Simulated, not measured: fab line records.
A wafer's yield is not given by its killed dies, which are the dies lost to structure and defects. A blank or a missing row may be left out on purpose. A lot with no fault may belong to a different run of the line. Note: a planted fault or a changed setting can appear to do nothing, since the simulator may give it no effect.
Matching of chambers :: flow nandHarc :: rieDiel-08 running NHARC_P_GATE_STRIP_108: 4 sister chambers
The step strips in O2. 8 wafers are shown with their chamber, then 7 later ones without.

## WAFERS, EACH WITH ITS CHAMBER
wafer: L079.4
chamber: 1
showerheadPlenumPTorr (Torr): 3.58
drypumpMotorCurrentA (A): 5.5

wafer: L079.6
chamber: 0
showerheadPlenumPTorr (Torr): 3.35
drypumpMotorCurrentA (A): 5.9

wafer: L085.3
chamber: 3
showerheadPlenumPTorr (Torr): 3.31
drypumpMotorCurrentA (A): 5.3

wafer: L087.1
chamber: 2
showerheadPlenumPTorr (Torr): 3.35
drypumpMotorCurrentA (A): 5.7

wafer: L087.5
chamber: 2
showerheadPlenumPTorr (Torr): 3.35
drypumpMotorCurrentA (A): 5.7

wafer: L087.6
chamber: 3
showerheadPlenumPTorr (Torr): 3.31
drypumpMotorCurrentA (A): 5.4

wafer: L088.1
chamber: 1
showerheadPlenumPTorr (Torr): 3.58
drypumpMotorCurrentA (A): 5.5

wafer: L088.4
chamber: 0
showerheadPlenumPTorr (Torr): 3.34
drypumpMotorCurrentA (A): 5.9

## WAFERS MISSING THEIR CHAMBER
wafer: L088.6
showerheadPlenumPTorr (Torr): 3.34
drypumpMotorCurrentA (A): 5.9

wafer: L094.1
showerheadPlenumPTorr (Torr): 3.34
drypumpMotorCurrentA (A): 5.9

wafer: L094.4
showerheadPlenumPTorr (Torr): 3.57
drypumpMotorCurrentA (A): 5.5

wafer: L094.6
showerheadPlenumPTorr (Torr): 3.35
drypumpMotorCurrentA (A): 5.7

wafer: L095.2
showerheadPlenumPTorr (Torr): 3.57
drypumpMotorCurrentA (A): 5.5

wafer: L095.5
showerheadPlenumPTorr (Torr): 3.34
drypumpMotorCurrentA (A): 5.9

wafer: L095.6
showerheadPlenumPTorr (Torr): 3.31
drypumpMotorCurrentA (A): 5.4

## WHICH CHAMBER EACH ONE RAN IN
wafer: L088.6
from the rows above: 0
in truth: 0

wafer: L094.1
from the rows above: 0
in truth: 0

wafer: L094.4
from the rows above: 1
in truth: 1

wafer: L094.6
from the rows above: 2
in truth: 2

wafer: L095.2
from the rows above: 1
in truth: 1

wafer: L095.5
from the rows above: 0
in truth: 0

wafer: L095.6
from the rows above: 3
in truth: 3
Placed correctly: 7 of 7. Left unplaced by these rows: 0. Wrongly placed: 0.
How it was worked out, from the rows above alone: a wafer's distance from a chamber is the root of the sum, over the readings, of the square of ((its reading less the chamber's mean) divided by the reading's scatter). If the next closest chamber is less than 2 further off than the closest, the wafer can't be placed; otherwise it belongs to the closest. For every chamber, the mean is computed from those of its wafers that are shown. The scatter: take each reading less its chamber's mean, square it, sum over the shown wafers, divide by the number of wafers less the number of chambers, and take the root.
